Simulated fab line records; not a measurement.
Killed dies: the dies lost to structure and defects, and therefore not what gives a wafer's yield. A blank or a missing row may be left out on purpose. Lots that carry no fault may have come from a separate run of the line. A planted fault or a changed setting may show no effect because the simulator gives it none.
fab line records    flow n5_finfet
record lots=24  wafers=72  last_day=17
route steps=1938 shown BEOL_M4@1080 BEOL_M5@1112
lots untouched by any fault: they come from a run of this same line in which no faults occurred
start_h: hours from the record's first day to the start of the lot's first wafer shown    wait_h: hours from the lot's prior step to this one    " same as the row above    L1.1+2: a single row standing in for several wafers    - no value, or no start was given    * or withheld: withheld    < > ~ a bound
route shown NAME@n: NAME is a module with steps in the file, n the number in the route of the first one    usual: mean and standard deviation over wafers with no fault    same: alike in all rows    chamber/n: place in a boat    sites: each site's reading    _std_site: their standard deviation    _edge_site: mean of outer sites minus mean of inner sites    radius_mm: how far each site lies from the wafer's centre    mask NAME#n: copy n    behind: the tool/chamber that last shaped the wafer    hold: cause of the lot's hold/its duration in hours/its outcome    device: whichever transistor did not switch (one of n, p or np)    end of line: the tests these same wafers got at the end of their route    a step with no rows: only its recipe    killed: at the first sort, the dies lost to defects and structure; wafer yield is something else    map: the dies of a wafer, with x for killed, . for not killed, _ for no die there
set.NAME: the setting the step ran with; set.NAME@STEP: the setting that earlier step ran with    model.NAME: the simulator's own value behind a step, which no gauge read
a sample of lots followed through the steps of the route, with each step as a table and each wafer as a row
services: when a tool's chamber went out of use (start_h, in hours from the record's first day, below 0 if earlier), for how many hours, and the reason
## steps
# step N5_BEOL_M4_PRE_CLEAN_45
# recipe gas=H2/He  time_s=30  temp_c=250
# usual heater_power_w=345/25
lot.wafer  tool            chamber  start_h  wait_h  heater_power_w
L074.1     pvd_sputter-01  -        162.74   0.0     319
L074.2     "               -        "        "       326
L074.4     "               -        "        "       364
L075.1     pvd_sputter-03  -        173.16   0.0     332
L075.3     "               -        "        "       403
L075.4     "               -        "        "       334
L076.2     pvd_sputter-01  -        181.21   0.0     355
L076.3     "               -        "        "       341
L076.5     "               -        "        "       320
L077.2     pvd_sputter-01  -        192.12   0.0     344
L077.5     "               -        "        "       330
L077.6     "               -        "        "       361
L079.1     pvd_sputter-01  -        199.54   0.0     319
L079.3     "               -        "        "       350
L079.4     "               -        "        "       319
L081.1     pvd_sputter-03  -        199.60   0.0     401
L081.5     "               -        "        "       394
L081.6     "               -        "        "       327
L080.3     pvd_sputter-03  -        199.76   0.0     328
L080.4     "               -        "        "       344
L080.5     "               -        "        "       329
L078.1     pvd_sputter-03  -        199.84   0.0     325
L078.5     "               -        "        "       328
L078.6     "               -        "        "       409
L082.3     pvd_sputter-03  -        200.26   0.0     330
L082.4     "               -        "        "       342
L082.6     "               -        "        "       323
L083.2     pvd_sputter-01  -        216.51   0.0     356
L083.4     "               -        "        "       354
L083.5     "               -        "        "       322
L084.2     pvd_sputter-01  -        222.13   0.0     326
L084.5     "               -        "        "       329
L084.6     "               -        "        "       323
L085.2     pvd_sputter-01  -        240.92   0.0     324
L085.3     "               -        "        "       362
L085.4     "               -        "        "       327
L087.4     pvd_sputter-01  -        241.00   0.0     365
L087.5     "               -        "        "       321
L087.6     "               -        "        "       318
L086.1     pvd_sputter-01  -        247.68   0.0     323
L086.3     "               -        "        "       344
L086.4     "               -        "        "       361
L089.1     pvd_sputter-01  -        252.72   0.0     331
L089.3     "               -        "        "       322
L089.4     "               -        "        "       367
L091.2     pvd_sputter-01  -        257.45   0.0     346
L091.3     "               -        "        "       322
L091.5     "               -        "        "       345
L088.3     pvd_sputter-01  -        257.53   0.0     361
L088.5     "               -        "        "       330
L088.6     "               -        "        "       333
L090.1     pvd_sputter-01  -        260.91   0.0     325
L090.4     "               -        "        "       360
L090.6     "               -        "        "       359
L093.3     pvd_sputter-02  -        271.79   0.0     367
L093.4     "               -        "        "       347
L093.5     "               -        "        "       377
L092.4     pvd_sputter-03  -        283.23   0.0     330
L092.5     "               -        "        "       335
L092.6     "               -        "        "       396
L094.1     pvd_sputter-03  -        292.39   0.0     326
L094.4     "               -        "        "       348
L094.6     "               -        "        "       404
L095.1     pvd_sputter-02  -        306.35   0.0     341
L095.3     "               -        "        "       347
L095.4     "               -        "        "       358
L096.1     pvd_sputter-02  -        306.43   0.0     379
L096.3     "               -        "        "       333
L096.5     "               -        "        "       344
L097.3     pvd_sputter-03  -        309.50   0.0     393
L097.4     "               -        "        "       328
L097.6     "               -        "        "       395
# step N5_BEOL_M4_ANNEAL_93
# recipe temp_c=400  time_s=240  ambient=vacuum
# usual heater_power_w=871/63
lot.wafer  tool            chamber  start_h  wait_h  heater_power_w
L074.1     pvd_sputter-03  -        165.49   0.0     840
L074.2     "               -        "        "       857
L074.4     "               -        "        "       817
L075.1     pvd_sputter-03  -        175.14   0.0     827
L075.3     "               -        "        "       849
L075.4     "               -        "        "       977
L076.2     pvd_sputter-03  -        183.35   0.0     815
L076.3     "               -        "        "       993
L076.5     "               -        "        "       861
L077.2     pvd_sputter-03  -        195.42   0.0     872
L077.5     "               -        "        "       1007
L077.6     "               -        "        "       832
L081.1     pvd_sputter-02  -        201.52   0.0     887
L081.5     "               -        "        "       987
L081.6     "               -        "        "       851
L079.1     pvd_sputter-01  -        201.58   0.0     884
L079.3     "               -        "        "       814
L079.4     "               -        "        "       844
L080.3     pvd_sputter-03  -        202.18   0.0     988
L080.4     "               -        "        "       857
L080.5     "               -        "        "       819
L078.1     pvd_sputter-02  -        203.40   0.0     866
L078.5     "               -        "        "       871
L078.6     "               -        "        "       880
L082.3     pvd_sputter-01  -        203.72   0.0     879
L082.4     "               -        "        "       828
L082.6     "               -        "        "       790
L083.2     pvd_sputter-01  -        218.79   0.0     834
L083.4     "               -        "        "       905
L083.5     "               -        "        "       823
L084.2     pvd_sputter-03  -        224.15   0.0     842
L084.5     "               -        "        "       837
L084.6     "               -        "        "       822
L085.2     pvd_sputter-01  -        242.98   0.0     798
L085.3     "               -        "        "       794
L085.4     "               -        "        "       848
L087.4     pvd_sputter-02  -        243.20   0.0     854
L087.5     "               -        "        "       942
L087.6     "               -        "        "       849
L086.1     pvd_sputter-03  -        251.60   0.0     836
L086.3     "               -        "        "       854
L086.4     "               -        "        "       804
L089.1     pvd_sputter-03  -        254.70   0.0     1009
L089.3     "               -        "        "       850
L089.4     "               -        "        "       838
L091.2     pvd_sputter-02  -        259.52   0.0     952
L091.3     "               -        "        "       881
L091.5     "               -        "        "       864
L088.3     pvd_sputter-01  -        259.81   0.0     781
L088.5     "               -        "        "       829
L088.6     "               -        "        "       903
L090.1     pvd_sputter-02  -        262.86   0.0     851
L090.4     "               -        "        "       882
L090.6     "               -        "        "       894
L093.3     pvd_sputter-03  -        274.01   0.0     847
L093.4     "               -        "        "       824
L093.5     "               -        "        "       991
L092.4     pvd_sputter-03  -        285.35   0.0     849
L092.5     "               -        "        "       987
L092.6     "               -        "        "       829
L094.1     pvd_sputter-03  -        294.35   0.0     869
L094.4     "               -        "        "       818
L094.6     "               -        "        "       818
L096.1     pvd_sputter-01  -        308.50   0.0     881
L096.3     "               -        "        "       806
L096.5     "               -        "        "       785
L095.1     pvd_sputter-02  -        308.63   0.0     952
L095.3     "               -        "        "       875
L095.4     "               -        "        "       843
L097.3     pvd_sputter-03  -        312.00   0.0     816
L097.4     "               -        "        "       1005
L097.6     "               -        "        "       816
# step N5_BEOL_M4_DEP_57
# recipe material=SiCN  target_thk_a=80  temp_c=withheld  precursor=3MS/NH3  pressure_torr=3  rf_w=202  time_s=14
# usual showerhead_plenum_p_Torr=3.666/0.01  throttle_valve_pct=9.3/0.6
lot.wafer  tool      chamber  start_h  wait_h  showerhead_plenum_p_Torr  throttle_valve_pct
L074.1     pecvd-01  0        166.83   0.0     3.652                     9.3
L074.2     "         2        "        "       3.663                     8.7
L074.4     "         0        "        "       3.656                     9.4
L075.1     pecvd-04  1        176.48   0.0     3.678                     10.0
L075.3     "         0        "        "       3.671                     9.9
L075.4     "         0        "        "       3.675                     9.7
L076.2     pecvd-01  2        184.70   0.0     3.663                     8.6
L076.3     "         1        "        "       3.652                     10.4
L076.5     "         1        "        "       3.664                     10.2
L077.2     pecvd-02  1        196.97   0.0     3.649                     8.9
L077.5     "         0        "        "       3.653                     9.3
L077.6     "         2        "        "       3.675                     8.3
L081.1     pecvd-04  1        202.87   0.0     3.684                     9.8
L081.5     "         0        "        "       3.677                     10.1
L081.6     "         1        "        "       3.672                     9.8
L079.1     pecvd-01  1        203.00   0.0     3.654                     10.2
L079.3     "         2        "        "       3.657                     8.7
L079.4     "         1        "        "       3.663                     10.4
L080.3     pecvd-04  0        203.55   0.0     3.661                     9.6
L080.4     "         1        "        "       3.677                     9.5
L080.5     "         0        "        "       3.667                     9.7
L078.1     pecvd-04  1        204.84   0.0     3.690                     9.8
L078.5     "         0        "        "       3.674                     9.7
L078.6     "         1        "        "       3.681                     10.1
L082.3     pecvd-02  2        205.13   0.0     3.674                     8.9
L082.4     "         0        "        "       3.658                     9.3
L082.6     "         1        "        "       3.659                     8.7
L083.2     pecvd-02  0        220.34   0.0     3.661                     9.2
L083.4     "         1        "        "       3.656                     8.8
L083.5     "         2        "        "       3.677                     8.9
L084.2     pecvd-01  2        225.49   0.0     3.660                     8.5
L084.5     "         1        "        "       3.667                     10.4
L084.6     "         2        "        "       3.657                     8.6
L085.2     pecvd-01  1        244.32   0.0     3.655                     10.2
L085.3     "         2        "        "       3.657                     8.6
L085.4     "         0        "        "       3.658                     9.1
L087.4     pecvd-04  0        244.60   0.0     3.672                     10.0
L087.5     "         2        "        "       3.657                     8.5
L087.6     "         1        "        "       3.674                     9.7
L086.1     pecvd-02  1        252.94   0.0     3.666                     8.8
L086.3     "         2        "        "       3.692                     8.6
L086.4     "         0        "        "       3.649                     9.1
L089.1     pecvd-01  0        256.05   0.0     3.661                     9.2
L089.3     "         2        "        "       3.665                     8.6
L089.4     "         0        "        "       3.661                     9.0
L091.2     pecvd-04  0        260.86   0.0     3.666                     10.1
L091.3     "         1        "        "       3.682                     9.8
L091.5     "         1        "        "       3.674                     9.6
L088.3     pecvd-02  2        261.15   0.0     3.680                     8.7
L088.5     "         2        "        "       3.677                     8.8
L088.6     "         0        "        "       3.654                     9.0
L090.1     pecvd-02  2        264.20   0.0     3.693                     8.8
L090.4     "         1        "        "       3.665                     8.7
L090.6     "         2        "        "       3.681                     8.7
L093.3     pecvd-01  2        275.63   0.0     3.661                     8.6
L093.4     "         0        "        "       3.665                     9.1
L093.5     "         1        "        "       3.664                     10.4
L092.4     pecvd-01  1        286.71   0.0     3.668                     10.5
L092.5     "         0        "        "       3.663                     8.9
L092.6     "         2        "        "       3.669                     8.8
L094.1     pecvd-01  1        295.69   0.0     3.661                     10.2
L094.4     "         2        "        "       3.664                     8.7
L094.6     "         1        "        "       3.671                     10.3
L096.1     pecvd-02  1        309.91   0.0     3.662                     8.9
L096.3     "         2        "        "       3.687                     8.8
L096.5     "         1        "        "       3.660                     8.7
L095.1     pecvd-04  1        310.15   0.0     3.688                     9.5
L095.3     "         0        "        "       3.668                     9.9
L095.4     "         0        "        "       3.674                     9.8
L097.3     pecvd-02  1        313.46   0.0     3.664                     8.9
L097.4     "         2        "        "       3.684                     8.9
L097.6     "         1        "        "       3.664                     8.7
# step N5_BEOL_M5_ILD_DEP_00
# recipe material=SiCOH_lowk  target_thk_a=1406.4  temp_c=300  precursor=DEMS/porogen  pressure_torr=5  rf_w=500  time_s=25.9
# usual heater_power_w=332/32  showerhead_plenum_p_Torr=5.741/0.015  throttle_valve_pct=13.9/0.84
lot.wafer  tool      chamber  start_h  wait_h  heater_power_w  showerhead_plenum_p_Torr  throttle_valve_pct
L074.1     pecvd-01  0        167.92   0.8     384             5.731                     13.7
L074.2     "         2        "        "       317             5.738                     13.3
L074.4     "         2        "        "       320             5.749                     13.3
L075.1     pecvd-02  1        177.57   0.8     301             5.727                     13.5
L075.3     "         0        "        "       377             5.724                     14.2
L075.4     "         1        "        "       303             5.735                     13.4
L076.2     pecvd-01  0        185.78   0.7     351             5.758                     13.8
L076.3     "         2        "        "       318             5.745                     12.9
L076.5     "         1        "        "       361             5.748                     15.7
L077.2     pecvd-03  1        198.05   0.7     280             5.758                     13.0
L077.5     "         2        "        "       293             5.750                     14.2
L077.6     "         0        "        "       320             5.715                     14.1
L081.1     pecvd-01  2        203.97   0.8     304             5.731                     13.2
L081.5     "         0        "        "       318             5.735                     13.9
L081.6     "         2        "        "       301             5.731                     13.1
L079.1     pecvd-03  0        204.08   0.8     327             5.724                     14.1
L079.3     "         1        "        "       350             5.780                     13.0
L079.4     "         2        "        "       316             5.752                     13.9
L080.3     pecvd-01  2        204.91   0.5     323             5.729                     12.8
L080.4     "         0        "        "       383             5.735                     14.1
L080.5     "         1        "        "       398             5.741                     15.5
L078.1     pecvd-01  1        205.94   0.8     389             5.741                     15.6
L078.5     "         0        "        "       334             5.731                     14.1
L078.6     "         1        "        "       410             5.740                     15.5
L082.3     pecvd-02  0        206.21   0.5     370             5.741                     13.9
L082.4     "         0        "        "       374             5.715                     13.7
L082.6     "         2        "        "       327             5.753                     13.3
L083.2     pecvd-03  1        221.42   0.7     353             5.763                     13.1
L083.4     "         2        "        "       313             5.744                     13.7
L083.5     "         0        "        "       304             5.719                     14.3
L084.2     pecvd-03  2        226.57   0.7     336             5.744                     14.1
L084.5     "         0        "        "       292             5.729                     13.8
L084.6     "         2        "        "       332             5.739                     13.7
L085.2     pecvd-01  0        245.40   0.7     372             5.736                     14.0
L085.3     "         2        "        "       317             5.723                     13.1
L085.4     "         1        "        "       363             5.734                     15.8
L087.4     pecvd-03  2        245.69   0.4     328             5.758                     14.0
L087.5     "         1        "        "       365             5.767                     13.2
L087.6     "         0        "        "       321             5.718                     14.0
L086.1     pecvd-03  0        254.02   0.8     298             5.724                     14.1
L086.3     "         2        "        "       333             5.738                     13.9
L086.4     "         1        "        "       333             5.759                     12.9
L089.1     pecvd-03  1        257.13   0.8     340             5.765                     13.1
L089.3     "         2        "        "       297             5.756                     13.8
L089.4     "         1        "        "       344             5.764                     13.2
L091.2     pecvd-01  1        261.95   0.7     396             5.735                     15.6
L091.3     "         0        "        "       325             5.737                     13.8
L091.5     "         1        "        "       324             5.733                     15.7
L088.3     pecvd-03  2        262.26   0.5     330             5.754                     14.1
L088.5     "         1        "        "       309             5.759                     13.3
L088.6     "         2        "        "       331             5.754                     14.2
L090.1     pecvd-02  1        265.28   0.8     340             5.735                     13.3
L090.4     "         2        "        "       320             5.761                     13.5
L090.6     "         0        "        "       370             5.736                     14.1
L093.3     pecvd-01  0        276.71   0.5     352             5.726                     14.0
L093.4     "         2        "        "       285             5.740                     13.3
L093.5     "         0        "        "       356             5.735                     13.6
L092.4     pecvd-02  0        287.79   0.4     338             5.717                     13.8
L092.5     "         1        "        "       349             5.735                     13.2
L092.6     "         2        "        "       260             5.748                     13.3
L094.1     pecvd-02  2        296.77   0.8     288             5.763                     13.6
L094.4     "         2        "        "       286             5.750                     13.4
L094.6     "         1        "        "       332             5.741                     13.3
L096.1     pecvd-01  1        310.99   0.8     407             5.742                     15.8
L096.3     "         0        "        "       346             5.744                     13.8
L096.5     "         1        "        "       314             5.726                     15.9
L095.1     pecvd-02  0        311.23   0.8     340             5.717                     13.9
L095.3     "         1        "        "       284             5.736                     13.5
L095.4     "         0        "        "       347             5.737                     13.9
L097.3     pecvd-01  2        314.54   0.5     327             5.721                     13.2
L097.4     "         2        "        "       324             5.741                     13.1
L097.6     "         0        "        "       391             5.732                     13.6
# step N5_BEOL_M5_CURE_79
# recipe temp_c=385  time_s=240  ambient=He/Ar  material=SiCOH_lowk
# usual lamp_power_pct=52.32/0.054  wafer_temp_C_max=387.1/0.79
lot.wafer  tool        chamber  start_h  wait_h  lamp_power_pct  wafer_temp_C_max
L074.1     uv_cure-03  2        168.25   0.3     52.39           386.7
L074.2     "           2        "        "       52.35           386.6
L074.4     "           2        "        "       52.35           386.3
L075.1     uv_cure-01  0        177.63   0.0     52.29           387.8
L075.3     "           0        "        "       52.33           387.5
L075.4     "           0        "        "       52.33           387.9
L076.2     uv_cure-02  1        185.93   0.1     52.40           386.8
L076.3     "           1        "        "       52.24           387.3
L076.5     "           1        "        "       52.36           388.3
L077.2     uv_cure-03  0        198.27   0.2     52.33           386.7
L077.5     "           0        "        "       52.32           387.1
L077.6     "           0        "        "       52.38           386.9
L081.1     uv_cure-03  2        204.03   0.0     52.32           386.0
L081.5     "           2        "        "       52.30           386.5
L081.6     "           2        "        "       52.33           386.8
L079.1     uv_cure-02  1        204.14   0.0     52.24           386.5
L079.3     "           1        "        "       52.31           387.0
L079.4     "           1        "        "       52.37           387.0
L080.3     uv_cure-02  0        205.13   0.2     52.28           386.4
L080.4     "           0        "        "       52.35           387.1
L080.5     "           0        "        "       52.30           386.7
L078.1     uv_cure-02  1        206.00   0.0     52.24           386.5
L078.5     "           1        "        "       52.33           387.3
L078.6     "           1        "        "       52.45           387.4
L082.3     uv_cure-02  2        206.64   0.4     52.27           386.4
L082.4     "           2        "        "       52.39           386.3
L082.6     "           2        "        "       52.33           386.9
L083.2     uv_cure-03  0        221.56   0.1     52.24           386.6
L083.4     "           0        "        "       52.26           386.3
L083.5     "           0        "        "       52.32           386.5
L084.2     uv_cure-01  2        226.71   0.1     52.30           386.6
L084.5     "           2        "        "       52.33           386.1
L084.6     "           2        "        "       52.38           386.4
L085.2     uv_cure-02  0        245.54   0.1     52.28           387.0
L085.3     "           0        "        "       52.30           386.8
L085.4     "           0        "        "       52.31           387.3
L087.4     uv_cure-01  1        245.97   0.3     52.26           388.8
L087.5     "           1        "        "       52.31           388.0
L087.6     "           1        "        "       52.29           388.2
L086.1     uv_cure-02  0        254.08   0.0     52.27           386.2
L086.3     "           0        "        "       52.23           386.6
L086.4     "           0        "        "       52.17           387.4
L089.1     uv_cure-02  2        257.19   0.0     52.26           386.1
L089.3     "           2        "        "       52.34           387.0
L089.4     "           2        "        "       52.33           386.4
L091.2     uv_cure-02  2        262.11   0.1     52.34           386.7
L091.3     "           2        "        "       52.27           386.9
L091.5     "           2        "        "       52.29           387.0
L088.3     uv_cure-01  2        262.64   0.4     52.34           386.4
L088.5     "           2        "        "       52.34           386.4
L088.6     "           2        "        "       52.16           386.2
L090.1     uv_cure-01  1        265.34   0.0     52.31           388.3
L090.4     "           1        "        "       52.38           388.0
L090.6     "           1        "        "       52.37           388.9
L093.3     uv_cure-02  0        276.93   0.2     52.32           387.3
L093.4     "           0        "        "       52.33           386.8
L093.5     "           0        "        "       52.39           387.2
L092.4     uv_cure-03  1        288.31   0.5     52.32           388.2
L092.5     "           1        "        "       52.18           387.6
L092.6     "           1        "        "       52.35           388.0
L094.1     uv_cure-01  0        296.83   0.0     52.26           387.1
L094.4     "           0        "        "       52.24           387.2
L094.6     "           0        "        "       52.29           387.1
L096.1     uv_cure-02  0        311.05   0.0     52.22           386.9
L096.3     "           0        "        "       52.21           386.7
L096.5     "           0        "        "       52.25           387.3
L095.1     uv_cure-01  1        311.29   0.0     52.35           388.7
L095.3     "           1        "        "       52.40           389.3
L095.4     "           1        "        "       52.25           388.3
L097.3     uv_cure-03  1        314.76   0.2     52.38           387.7
L097.4     "           1        "        "       52.36           387.1
L097.6     "           1        "        "       52.35           387.5
# step N5_BEOL_M5_CD_MEAS_11
# recipe target_cd_nm=27.74  landing_energy_ev=500  detector=se_inlens
# usual cd_nm=27.96/0.25
lot.wafer  tool       chamber  start_h  wait_h  cd_nm
L074.1     cd_sem-03  0        173.15   -       28.27
L074.2     "          0        "        "       28.08
L074.4     "          0        "        "       28.30
L075.1     cd_sem-03  0        180.46   -       28.12
L075.3     "          0        "        "       28.05
L075.4     "          0        "        "       27.64
L076.2     cd_sem-03  0        187.86   -       28.18
L076.3     "          0        "        "       28.25
L076.5     "          0        "        "       27.81
L077.2     cd_sem-03  0        199.72   -       27.73
L077.5     "          0        "        "       27.91
L077.6     "          0        "        "       28.13
L081.1     cd_sem-03  0        205.15   -       27.88
L081.5     "          0        "        "       27.47
L081.6     "          0        "        "       27.82
L079.1     cd_sem-02  0        206.68   -       27.51
L079.3     "          0        "        "       28.19
L079.4     "          0        "        "       28.08
L080.3     cd_sem-03  0        206.86   -       27.71
L080.4     "          0        "        "       28.17
L080.5     "          0        "        "       27.79
L078.1     cd_sem-01  0        207.54   -       27.60
L078.5     "          0        "        "       27.71
L078.6     "          0        "        "       27.84
L082.3     cd_sem-03  0        208.19   -       28.11
L082.4     "          0        "        "       28.01
L082.6     "          0        "        "       28.05
L083.2     cd_sem-02  0        222.80   -       28.43
L083.4     "          0        "        "       27.89
L083.5     "          0        "        "       27.77
L084.2     cd_sem-03  0        228.83   -       27.76
L084.5     "          0        "        "       28.13
L084.6     "          0        "        "       28.35
L085.2     cd_sem-03  0        247.55   -       27.89
L085.3     "          0        "        "       28.26
L085.4     "          0        "        "       28.02
L087.4     cd_sem-03  0        247.66   -       27.98
L087.5     "          0        "        "       27.83
L087.6     "          0        "        "       27.76
L086.1     cd_sem-02  0        257.33   -       28.01
L086.3     "          0        "        "       27.64
L086.4     "          0        "        "       27.99
L089.1     cd_sem-03  0        260.89   -       28.23
L089.3     "          0        "        "       28.26
L089.4     "          0        "        "       28.29
L091.2     cd_sem-01  0        264.20   -       28.34
L091.3     "          0        "        "       28.22
L091.5     "          0        "        "       28.41
L088.3     cd_sem-03  0        264.82   -       28.17
L088.5     "          0        "        "       27.88
L088.6     "          0        "        "       27.82
L090.1     cd_sem-01  0        267.16   -       28.15
L090.4     "          0        "        "       28.19
L090.6     "          0        "        "       27.80
L093.3     cd_sem-01  0        278.57   -       28.05
L093.4     "          0        "        "       28.03
L093.5     "          0        "        "       28.02
L092.4     cd_sem-02  0        290.52   -       28.11
L092.5     "          0        "        "       27.93
L092.6     "          0        "        "       28.07
L094.1     cd_sem-03  0        298.48   -       27.77
L094.4     "          0        "        "       27.85
L094.6     "          0        "        "       27.67
L096.1     cd_sem-01  0        312.81   -       27.89
L096.3     "          0        "        "       27.80
L096.5     "          0        "        "       28.06
L095.1     cd_sem-01  0        312.91   -       28.40
L095.3     "          0        "        "       27.35
L095.4     "          0        "        "       28.06
L097.3     cd_sem-01  0        316.18   -       27.70
L097.4     "          0        "        "       27.69
L097.6     "          0        "        "       27.86
## services
tool            chamber  start_h  hours  kind
pecvd-04        0        154.02   4.6    repair
uv_cure-01      -        164.93   5.8    repair
uv_cure-02      -        169.83   1.1    repair
uv_cure-02      -        174.62   3.4    pm
pecvd-02        1        178.29   16.5   scheduled_down
pecvd-04        0        192.99   2.1    scheduled_down
uv_cure-02      -        201.50   1.0    pm
pecvd-04        2        202.38   -      clean
pecvd-01        1        216.04   4.4    repair
pecvd-02        0        216.74   2.1    scheduled_down
uv_cure-02      -        221.68   7.5    pm
pecvd-02        -        228.51   0.7    repair
uv_cure-01      -        233.12   2.1    pm
pvd_sputter-02  -        238.19   1.5    repair
uv_cure-02      -        242.01   0.8    repair
pecvd-01        2        259.72   5.5    scheduled_down
pecvd-03        0        262.20   2.1    scheduled_down
pecvd-04        -        275.15   6.0    pm
pecvd-02        2        276.66   6.6    repair
pvd_sputter-02  -        285.64   5.0    repair
pecvd-02        -        286.30   0.9    repair
uv_cure-02      -        289.93   16.1   repair
pecvd-01        1        290.76   2.1    scheduled_down
pecvd-03        -        311.16   3.1    repair
## key
fault none
